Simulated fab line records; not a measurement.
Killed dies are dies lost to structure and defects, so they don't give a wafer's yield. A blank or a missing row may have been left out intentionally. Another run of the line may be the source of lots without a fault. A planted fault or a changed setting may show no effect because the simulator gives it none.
What tool caused it?	flow n5 finfet	24 lots with 72 wafers sampled at 5 steps, on a route of 1938 steps

## WHAT THE GAUGES SHOWED, per wafer
N5_BEOL_M7_OCD_MEAS_38.
lot	measured	on	trench depth nm (nm)
L074	day 10 18:53	ocd-02	92.1 93.0 92.5
L075	day 11 13:01	ocd-02	94.3 94.3 95.0
L077	day 11 20:38	ocd-01	94.5 93.9 90.4
L076	day 12 04:38	ocd-01	92.4 93.3 91.3
L078	day 12 04:40	ocd-02	94.0 94.6 94.8
L079	day 12 09:03	ocd-01	92.7 92.7 94.2
L081	day 12 15:10	ocd-01	93.5 92.4 92.9
L082	day 12 18:09	ocd-02	91.0 92.7 94.0
L080	day 12 20:38	ocd-01	92.7 92.0 92.3
L083	day 13 01:34	ocd-01	92.3 94.5 95.7
L084	day 13 03:54	ocd-01	92.2 93.2 94.7
L085	day 14 00:31	ocd-02	93.2 92.6 90.5
L086	day 14 01:17	ocd-01	91.7 91.9 93.0
L087	day 14 02:07	ocd-02	92.7 91.1 91.4
L088	day 14 04:30	ocd-01	94.8 95.7 95.9
L089	day 15 04:16	ocd-02	94.5 94.6 93.2
L090	day 15 15:53	ocd-02	93.5 93.1 92.5
L092	day 15 16:49	ocd-01	94.4 95.4 94.4
L093	day 15 17:28	ocd-02	92.2 93.1 92.9
L091	day 16 00:40	ocd-01	94.2 93.4 93.5
L096	day 16 22:12	ocd-02	91.1 93.6 94.3
L095	day 17 05:13	ocd-01	93.2 91.2 92.8
L097	day 17 11:46	ocd-02	92.3 90.7 92.9
L094	day 17 12:00	ocd-02	92.3 91.9 91.8

## WHICH TOOL RAN EACH LOT (tool, then ch and the chambers of the sampled wafers, then the start)
lot	N5_BEOL_M7_CURE_74	N5_BEOL_M7_STRIP_19	N5_BEOL_M7_VIA_ETCH_34	N5_BEOL_M7_STRIP_36
L074	uv cure-03 ch 0, day 10 16:25	rie diel-02 ch 1,2,3, day 10 17:49	rie diel-03 ch 2,3, day 10 18:38	rie diel-03 ch 2,3, day 10 18:41
L075	uv cure-02 ch 0, day 11 06:40	rie diel-05 ch 1,2,3, day 11 09:58	rie diel-02 ch 0,2, day 11 12:46	rie diel-02 ch 0,2, day 11 12:49
L077	uv cure-01 ch 0, day 11 15:01	rie diel-03 ch 0,1,2, day 11 16:56	rie diel-05 ch 0,2,3, day 11 20:23	rie diel-05 ch 0,2,3, day 11 20:26
L076	uv cure-01 ch 0, day 11 23:43	rie diel-02 ch 1,2,3, day 12 02:14	rie diel-03 ch 0,1,3, day 12 04:23	rie diel-03 ch 0,1,3, day 12 04:26
L078	uv cure-03 ch 0, day 11 23:58	rie diel-03 ch 0,1, day 12 02:16	rie diel-02 ch 1,2, day 12 04:25	rie diel-02 ch 1,2, day 12 04:29
L079	uv cure-01 ch 0, day 12 05:47	rie diel-05 ch 0,1, day 12 08:07	rie diel-05 ch 1,2,3, day 12 08:48	rie diel-05 ch 1,2,3, day 12 08:51
L081	uv cure-01 ch 0, day 12 11:29	rie diel-05 ch 0,3, day 12 13:44	rie diel-05 ch 1,2,3, day 12 14:55	rie diel-05 ch 1,2,3, day 12 14:59
L082	uv cure-01 ch 2, day 12 14:46	rie diel-02 ch 0,2,3, day 12 16:56	rie diel-05 ch 0,1, day 12 17:54	rie diel-05 ch 0,1, day 12 17:57
L080	uv cure-02 ch 2, day 12 16:42	rie diel-02 ch 0,1, day 12 19:38	rie diel-03 ch 0,3, day 12 20:23	rie diel-03 ch 0,3, day 12 20:26
L083	uv cure-01 ch 0, day 12 21:02	rie diel-02 ch 1,2,3, day 12 23:38	rie diel-02 ch 0,1,2, day 13 01:19	rie diel-02 ch 0,1,2, day 13 01:22
L084	uv cure-02 ch 2, day 12 22:43	rie diel-05 ch 0,2,3, day 13 02:58	rie diel-05 ch 0,1,3, day 13 03:39	rie diel-05 ch 0,1,3, day 13 03:42
L085	uv cure-02 ch 2, day 13 21:11	rie diel-05 ch 0,1,2, day 13 23:17	rie diel-05 ch 0,1,3, day 14 00:16	rie diel-05 ch 0,1,3, day 14 00:19
L086	uv cure-01 ch 0, day 13 21:52	rie diel-05 ch 1,2,3, day 14 00:02	rie diel-03 ch 0,3, day 14 01:02	rie diel-03 ch 0,3, day 14 01:05
L087	uv cure-03 ch 2, day 13 22:34	rie diel-02 ch 0,1,3, day 14 00:55	rie diel-03 ch 2,3, day 14 01:52	rie diel-03 ch 2,3, day 14 01:55
L088	uv cure-03 ch 0, day 13 23:32	rie diel-05 ch 0,1,2, day 14 02:39	rie diel-02 ch 0,2, day 14 04:15	rie diel-02 ch 0,2, day 14 04:18
L089	uv cure-01 ch 0, day 14 21:34	rie diel-05 ch 2,3, day 15 03:05	rie diel-05 ch 1,3, day 15 04:01	rie diel-05 ch 1,3, day 15 04:04
L090	uv cure-01 ch 2, day 15 09:39	rie diel-05 ch 0,1,2, day 15 12:40	rie diel-05 ch 1,2,3, day 15 15:38	rie diel-05 ch 1,2,3, day 15 15:41
L092	uv cure-02 ch 1, day 15 09:58	rie diel-05 ch 0,1,2, day 15 14:31	rie diel-05 ch 1,2,3, day 15 16:34	rie diel-05 ch 1,2,3, day 15 16:37
L093	uv cure-01 ch 1, day 15 10:39	rie diel-05 ch 0,2, day 15 14:28	rie diel-02 ch 3, day 15 17:07	rie diel-02 ch 3, day 15 17:11
L091	uv cure-01 ch 0, day 15 18:25	rie diel-02 ch 0,2, day 15 21:50	rie diel-05 ch 0,1,2, day 16 00:25	rie diel-05 ch 0,1,2, day 16 00:28
L096	uv cure-01 ch 2, day 16 18:55	rie diel-03 ch 1,2,3, day 16 20:56	rie diel-02 ch 0,1,2, day 16 21:57	rie diel-02 ch 0,1,2, day 16 22:00
L095	uv cure-02 ch 0, day 17 01:17	rie diel-03 ch 0,1,2, day 17 03:31	rie diel-02 ch 1,2,3, day 17 04:58	rie diel-02 ch 1,2,3, day 17 05:01
L097	uv cure-03 ch 2, day 17 06:38	rie diel-03 ch 2,3, day 17 09:01	rie diel-02 ch 1,2,3, day 17 11:31	rie diel-02 ch 1,2,3, day 17 11:34
L094	uv cure-01 ch 1, day 17 07:09	rie diel-03 ch 0,1,3, day 17 09:03	rie diel-03 ch 0,3, day 17 11:45	rie diel-03 ch 0,3, day 17 11:49
- N5_BEOL_M7_CURE_74: cures SiCOH lowk, time 240 s.
- N5_BEOL_M7_STRIP_19: strips in O2.
- N5_BEOL_M7_VIA_ETCH_34: etches SiCOH lowk in C4F6/O2, target depth 125.5 nm, time 50.5 s.
- N5_BEOL_M7_STRIP_36: strips in N2/H2.

## AS READ BY THE TOOLS THEMSELVES (means over the sampled wafers that have a number; for cases with no such wafer, the mark the record gives instead)
N5_BEOL_M7_CURE_74.
lot	tool	lamp power pct (%)	wafer_temp_C_max
L074	uv cure-03	52.34	386.3
L075	uv cure-02	52.31	387.0
L077	uv cure-01	52.35	386.2
L076	uv cure-01	52.30	385.8
L078	uv cure-03	52.32	385.7
L079	uv cure-01	52.34	386.4
L081	uv cure-01	52.36	386.2
L082	uv cure-01	52.33	386.8
L080	uv cure-02	52.27	386.6
L083	uv cure-01	52.34	386.1
L084	uv cure-02	52.33	387.0
L085	uv cure-02	52.31	386.8
L086	uv cure-01	52.28	386.1
L087	uv cure-03	52.32	386.5
L088	uv cure-03	52.31	385.8
L089	uv cure-01	52.32	386.4
L090	uv cure-01	52.32	386.6
L092	uv cure-02	52.32	387.0
L093	uv cure-01	52.31	386.6
L091	uv cure-01	52.33	386.3
L096	uv cure-01	52.31	386.6
L095	uv cure-02	52.31	387.4
L097	uv cure-03	52.29	387.0
L094	uv cure-01	52.30	386.1

N5_BEOL_M7_STRIP_19.
lot	tool	drypump motor current A (A)	oes product au (a.u.)	rf vpp V (V)	showerhead plenum p Torr (Torr)	throttle valve pct (%)
L074	rie diel-02	5.9	0.78	3.1	2.02	16.76
L075	rie diel-05	6.0	0.86	3.8	2.09	16.65
L077	rie diel-03	5.8	0.73	4.2	2.09	16.85
L076	rie diel-02	5.9	0.76	3.8	2.02	16.78
L078	rie diel-03	5.8	0.74	3.8	2.11	16.89
L079	rie diel-05	5.5	0.81	3.7	2.11	16.48
L081	rie diel-05	6.0	0.70	3.7	2.08	16.74
L082	rie diel-02	5.6	0.83	3.1	2.06	16.66
L080	rie diel-02	5.3	0.80	4.1	2.05	16.85
L083	rie diel-02	5.8	0.77	3.3	2.01	16.79
L084	rie diel-05	6.1	0.77	4.2	2.07	16.73
L085	rie diel-05	5.8	0.80	3.4	2.08	16.57
L086	rie diel-05	6.0	0.82	3.5	2.08	16.67
L087	rie diel-02	5.4	0.78	3.8	2.05	16.78
L088	rie diel-05	5.8	0.81	3.7	2.08	16.56
L089	rie diel-05	6.3	0.77	3.9	2.06	16.89
L090	rie diel-05	5.8	0.90	3.3	2.08	16.46
L092	rie diel-05	5.8	0.90	3.7	2.08	16.45
L093	rie diel-05	5.9	0.95	4.2	2.06	16.36
L091	rie diel-02	5.6	0.83	3.6	2.07	16.74
L096	rie diel-03	5.7	0.78	3.9	2.16	16.82
L095	rie diel-03	5.8	0.81	3.4	2.16	16.74
L097	rie diel-03	5.6	0.87	3.6	2.21	16.60
L094	rie diel-03	5.7	0.71	3.3	2.13	16.92

N5_BEOL_M7_VIA_ETCH_34.
lot	tool	drypump motor current A (A)	oes product au (a.u.)	rf vpp V (V)	showerhead plenum p Torr (Torr)	throttle valve pct (%)
L074	rie diel-03	5.6	0.70	669	2.87	21.09
L075	rie diel-02	5.2	0.93	664	2.86	20.86
L077	rie diel-05	6.1	0.78	667	2.81	20.94
L076	rie diel-03	5.7	0.73	665	2.92	21.13
L078	rie diel-02	5.9	0.80	663	2.75	21.01
L079	rie diel-05	6.0	0.84	669	2.84	20.92
L081	rie diel-05	6.0	0.84	669	2.84	20.93
L082	rie diel-05	5.5	0.81	669	2.86	20.70
L080	rie diel-03	5.7	0.72	670	2.96	21.05
L083	rie diel-02	5.5	0.83	662	2.79	20.96
L084	rie diel-05	5.9	0.76	669	2.84	20.88
L085	rie diel-05	5.9	0.76	668	2.84	20.91
L086	rie diel-03	5.6	0.71	668	2.95	21.07
L087	rie diel-03	5.6	0.68	669	2.86	21.12
L088	rie diel-02	5.2	0.89	664	2.85	20.86
L089	rie diel-05	5.7	0.79	671	2.86	20.90
L090	rie diel-05	5.9	0.80	669	2.83	20.98
L092	rie diel-05	6.0	0.81	669	2.83	20.97
L093	rie diel-02	5.9	0.70	651	2.70	20.88
L091	rie diel-05	5.8	0.88	666	2.82	20.71
L096	rie diel-02	5.5	0.80	662	2.78	21.01
L095	rie diel-02	5.9	0.73	657	2.72	21.03
L097	rie diel-02	5.8	0.72	658	2.72	21.04
L094	rie diel-03	5.6	0.69	668	2.94	21.10

N5_BEOL_M7_STRIP_36.
lot	tool	drypump motor current A (A)	oes product au (a.u.)	rf vpp V (V)	showerhead plenum p Torr (Torr)	throttle valve pct (%)
L074	rie diel-03	5.6	0.70	58.4	2.56	23.70
L075	rie diel-02	5.2	0.92	59.3	2.55	23.65
L077	rie diel-05	6.1	0.79	57.9	2.50	23.68
L076	rie diel-03	5.7	0.73	60.2	2.60	23.99
L078	rie diel-02	5.9	0.82	60.3	2.45	23.80
L079	rie diel-05	6.0	0.84	60.6	2.53	23.68
L081	rie diel-05	6.0	0.83	58.8	2.53	23.67
L082	rie diel-05	5.5	0.80	59.0	2.55	23.58
L080	rie diel-03	5.6	0.73	61.6	2.64	23.83
L083	rie diel-02	5.5	0.83	60.6	2.49	23.79
L084	rie diel-05	5.9	0.76	58.8	2.53	23.71
L085	rie diel-05	5.9	0.75	58.0	2.53	23.71
L086	rie diel-03	5.6	0.71	58.4	2.63	23.83
L087	rie diel-03	5.6	0.69	57.9	2.55	23.73
L088	rie diel-02	5.2	0.88	60.1	2.54	23.68
L089	rie diel-05	5.7	0.80	58.7	2.55	23.72
L090	rie diel-05	6.0	0.80	58.9	2.52	23.71
L092	rie diel-05	6.0	0.80	58.9	2.52	23.72
L093	rie diel-02	5.9	0.69	59.2	2.41	23.82
L091	rie diel-05	5.8	0.88	59.1	2.51	23.50
L096	rie diel-02	5.5	0.80	59.8	2.47	23.82
L095	rie diel-02	5.8	0.72	57.9	2.42	23.89
L097	rie diel-02	5.9	0.72	57.4	2.42	23.89
L094	rie diel-03	5.7	0.70	59.9	2.62	23.84

## THE ANSWER, worked out from the rows above alone
Rule: usual is defined by the lots themselves. The widest of any qualifying gaps counts: lots, ordered by their means at a reading, are off when they make up no more than a third of the lots, leave a main group of 4 or more, and stand apart from it by 3 or more times the standard deviation of that group's means. If all means in a main group match to the digits the tables above print for the reading, that group is not used. Also off: a lot with no number at a reading for which 4 or more lots have one. All remaining lots with rows at the step are treated as sound. Order of review: gauges by route order, followed by the tools' own readings, for which a lot's mean as printed above is used. At the first step where some lot is off, the reading lying furthest off is the one used; lots without a number count as furthest.
None of the lots is off at any reading shown; this tells nothing.

## WHAT THE SIMULATOR HAD PUT IN
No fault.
